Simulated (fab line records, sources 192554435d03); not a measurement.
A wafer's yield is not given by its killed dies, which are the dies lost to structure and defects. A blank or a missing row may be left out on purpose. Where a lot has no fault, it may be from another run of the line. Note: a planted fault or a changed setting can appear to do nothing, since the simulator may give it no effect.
Split-lot experiment -- flow n5Finfet -- 21 wafers read across 7 lots, on a route 1938 steps long

## ON THE SPLIT
At N5_PMOS_HMC_CHANNEL_EPI_COAT_31 (time 60 s, resist thk 66 nm), the setting spinRpm was moved away from the recipe's 1500 rpm on 6 of the 21 wafers read, by -8.9% to +4.5%. The other wafers ran this setting at the recipe's value.

## FROM THE SPLIT TO THE READING: what the file shows between them, 2 steps
- N5_PMOS_HMC_CHANNEL_EPI_DEVELOP_08: develop time 30 s (also split here: developTimeS)
- N5_PMOS_HMC_CHANNEL_EPI_DESCUM_14: chemistry O2, time 7.9 s

## THE READING
etch.depthNm (the simulator's own value, which no gauge read), in nm, at N5_PMOS_HMC_CHANNEL_EPI_ETCH_32 (etches BARC in N2/H2, stops on SiO2, target depth 85.8 nm, time 50.3 s). No usual value for it is given in the file. Here, 15 wafers ran the recipe; their average is 65.98 nm with a standard deviation of 0.18 nm.

wafer,"tool, chamber at the split","spinRpm as run, rpm",against the recipe,"etch.depthNm, nm",against lot-mates on the recipe
L074.4,"lithoTrack-02, 0",1500,recipe,65.52,-
L074.5,"lithoTrack-02, 0",1366,-8.9%,68.55,+3.03
L074.6,"lithoTrack-02, 0",1366,-8.9%,68.55,+3.03
L075.2,"lithoTrack-01, 0",1500,recipe,66.1,-
L075.3,"lithoTrack-01, 0",1500,recipe,66.16,-
L075.4,"lithoTrack-01, 0",1500,recipe,66.24,-
L084.3,"lithoTrack-02, 0",1500,recipe,66.04,-
L084.5,"lithoTrack-02, 0",1500,recipe,66.11,-
L084.6,"lithoTrack-02, 0",1500,recipe,66.01,-
L088.1,"lithoTrack-01, 0",1554,+3.6%,64.81,-1.38
L088.3,"lithoTrack-01, 0",1554,+3.6%,64.89,-1.30
L088.5,"lithoTrack-01, 0",1500,recipe,66.19,-
L091.1,"lithoTrack-02, 0",1500,recipe,66.08,-
L091.2,"lithoTrack-02, 0",1500,recipe,65.91,-
L091.5,"lithoTrack-02, 0",1500,recipe,65.93,-
L093.1,"lithoTrack-02, 0",1500,recipe,65.83,-
L093.2,"lithoTrack-02, 0",1568,+4.5%,64.4,-1.43
L093.5,"lithoTrack-02, 0",1568,+4.5%,64.56,-1.27
L097.4,"lithoTrack-04, 0",1500,recipe,65.82,-
L097.5,"lithoTrack-04, 0",1500,recipe,65.77,-
L097.6,"lithoTrack-04, 0",1500,recipe,65.99,-

THE FIT
A straight line over all 21 wafers: etch.depthNm changes by -0.299 nm for each +1% of spinRpm; r = -0.99; the points scatter about the line by 0.17 nm.
The same after taking each lot's own level away (the mean of its wafers on the recipe; 21 wafers): -0.335 nm for each +1%; r = -1.00; scatter 0.094 nm.
The reading moves by 3 nm for the largest change in spinRpm, on that fit.
From 65.520 to 66.190 nm: that is the span of the lots' own levels, equal to 3.7 times the standard deviation above.
Hence the slope depends on the lot-to-lot level, as the two fits are not the same.
Check: with one of the wafers moved furthest among these (-8.9%) left out of the fit, the line predicts +2.99 nm for it against its lot-mates. It came out at +3.03 nm against them.

## OTHER SPLITS APPLIED TO THESE WAFERS
Note: prior to the reading, these wafers also went through further splits. Each is held against what the fit with the lots' levels taken away leaves over:
other split on the same wafers,wafers away from the commonest value,r with etch.depthNm (lot level and that fit taken away)
N5_WELL_APT_COAT_02 spinRpm,5,-0.17
N5_PMOS_HMC_CHANNEL_EPI_DEVELOP_08 developTimeS,10,+0.04

## THE WHOLE CHAIN: every reading that the file lists as answering this split, in the file's order
step,what it does,reading,change (the file's fit),r (the file's)
N5_PMOS_HMC_CHANNEL_EPI_COAT_31,"time 60 s, resist thk 66 nm","BARC_of_PMOS_HMC_CHANNEL_EPI_COAT_31.thkNm (the simulator's own value, which no gauge read)",-0.336 nm for each +1% of the setting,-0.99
N5_PMOS_HMC_CHANNEL_EPI_ETCH_32,"etches BARC in N2/H2, stops on SiO2, target depth 85.8 nm, time 50.3 s","etch.depthNm (the simulator's own value, which no gauge read)",-0.336 nm for each +1% of the setting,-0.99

## FILE'S OWN FIT
etch.depthNm changes by -0.336 nm for each +1% of spinRpm, r = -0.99.
